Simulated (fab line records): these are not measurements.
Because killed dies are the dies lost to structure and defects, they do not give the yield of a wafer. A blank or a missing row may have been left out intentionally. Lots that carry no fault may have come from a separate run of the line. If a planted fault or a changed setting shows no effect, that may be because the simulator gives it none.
Struck lot and sound lot, side by side / flow n5 finfet / 16 steps out of a route of 1938
Sound: the wafers L794.1, L794.2, L794.5. Wafers struck: L805.1, L805.4, L805.5. The cause comes at the end.
For every step that has rows: the tool of each side, followed by ch and its chambers, followed by its first start. Under that, the readings that differ: sound wafers / struck wafers / difference of the means / sigmas: that difference in standard deviations of wafers without a fault.
alike: a reading whose means differ by less than 2 such deviations, as well as words and numbers matching on both sides. not compared: withheld readings; readings where some wafer has no value; bounds like >300 that might hide an equal value; numbers whose values overlap and for which the record gives no deviation.
A row with sigmas, a row that says differs or no value, or rows on one side alone: a step with any of these is where the two part. Numbers that don't overlap but have no deviation are shown without sigmas and don't part them. A reading that every wafer of one side lacks parts them only if that side has two wafers or more.

first, 3 steps without rows for these wafers: N5_DUMMY_GATE_STRIP_39 (strips in N2/H2); N5_DUMMY_GATE_TRIM_49 (chemistry O2, time 29 s, target cd 14 nm); N5_DUMMY_GATE_STRIP_40 (strips in CF4).
N5_DUMMY_GATE_CD_MEAS_50: target cd 14 nm.
  sound on cd sem-02, day 4 21:40; struck on cd sem-02, day 7 17:01
  alike: cd nm
N5_DUMMY_GATE_ETCH_31: etches SiO2 in C4F6/O2, target depth 82.5 nm, time 27.5 s.
  sound on rie diel-05 ch 1,2,3, day 4 21:43; struck on rie diel-06 ch 0,1,2, day 7 17:04
  alike: drypump motor current A, oes_o_777_au, oes product au, rf vpp V, showerhead plenum p Torr, throttle valve pct
  not compared: rf hours counter h
N5_DUMMY_GATE_STRIP_41: strips in O2.
  sound on rie diel-05 ch 1,2,3, day 4 21:45; struck on rie diel-06 ch 0,1,2, day 7 17:07
  alike: chamber pressure mTorr, drypump motor current A, oes product au, rf vpp V, showerhead plenum p Torr, throttle valve pct
  not compared: rf hours counter h
N5_DUMMY_GATE_HM_OPEN_21: chemistry CH3F/O2, target SiNx, target depth 120 nm, time 171.4 s.
  sound on rie diel-05 ch 1,2,3, day 4 21:47; struck on rie diel-06 ch 0,1,2, day 7 17:09
  alike: drypump motor current A, oes_o_777_au, oes product au, rf vpp V, showerhead plenum p Torr, throttle valve pct
  not compared: rf hours counter h
then, 2 steps without rows for these wafers: N5_DUMMY_GATE_ETCH_32 (etches SiO2 in CF4, target depth 3.5 nm, time 3.9 s); N5_DUMMY_GATE_ETCH_23 (etches poly-Si in HBr/Cl2/O2, target depth 41 nm, time 22.3 s).
N5_DUMMY_GATE_ETCH_44: etches poly-Si in HBr/O2, stops on SiO2, target depth 127.5 nm.
  sound on rie si-05 ch 0,2,3, day 4 22:02; struck on rie si-04 ch 2,3, day 7 17:24
  alike: drypump motor current A, oes product au, throttle valve pct
  not compared: rf hours counter h
N5_DUMMY_GATE_CD_MEAS_24: target cd 15 nm.
  sound on cd sem-02, day 4 22:09; struck on cd sem-03, day 7 17:31
  alike: cd nm
N5_DUMMY_GATE_ETCH_42: etches SiO2 in CHF3/O2, target depth 3.5 nm, time 31 s.
  sound on rie diel-05 ch 0,1,3, day 4 22:12; struck on rie diel-02 ch 0,1,2, day 7 17:37
  alike: drypump motor current A, oes_o_777_au, oes product au, rf vpp V, showerhead plenum p Torr, throttle valve pct
  not compared: rf hours counter h
N5_DUMMY_GATE_STRIP_48: strips in N2/H2, time 20 s.
  sound on rie diel-05 ch 0,1,3, day 4 22:15; struck on rie diel-02 ch 0,1,2, day 7 17:40
  no value came back on the struck wafers for any of 8 readings (bias power w (W), chamber pressure mTorr (mTorr) and others); on the sound wafers bias power w (W) reads 2.999 3.000 2.996
  not compared: rf hours counter h
then, 1 step without rows for these wafers: N5_DUMMY_GATE_PRECLEAN_33 (cleans in dHF, time 10 s).
-- the record jumps here: 9 days lie between the struck wafers' starts before and after (it left off in module DUMMY_GATE and takes up again in module BEOL_M4, whose first step shown is number 1111 of the route) --
N5_BEOL_M4_RC_MEAS_101:
  sound on prober-02 ch 0, day 12 22:33; struck on prober-01 ch 0, day 17 04:20
  alike: DIBL_N, DIBL_P, IOFF_N, IOFF_P, ION_N, ION_P, SS_N, SS_P, VT_N, VT_P
-- the record jumps here: 4 days lie between the struck wafers' starts before and after (it left off in module BEOL_M4 and takes up again in module PASSIVATION, whose first step shown is number 1936 of the route) --
N5_PASSIVATION_PROBE_49:
  sound on prober-01, day 17 22:13; struck on prober-02, day 21 14:50
  alike: defect limited yield, killed_at_M0_to_M3, killed_at_M4_up, killed at contacts, killed at front end, killed at other, killed dies, killed open, killed short, sort_bin_4_leakage, sort_bin_5_function, sort_bin_6_memory, sort n pass, sort yield pct

## WHERE THEY PART
Only at N5_DUMMY_GATE_STRIP_48, within this record. Later steps at which nothing parts them and some readings are alike: N5_BEOL_M4_RC_MEAS_101, N5_PASSIVATION_PROBE_49.

WHY: what the simulator had put in
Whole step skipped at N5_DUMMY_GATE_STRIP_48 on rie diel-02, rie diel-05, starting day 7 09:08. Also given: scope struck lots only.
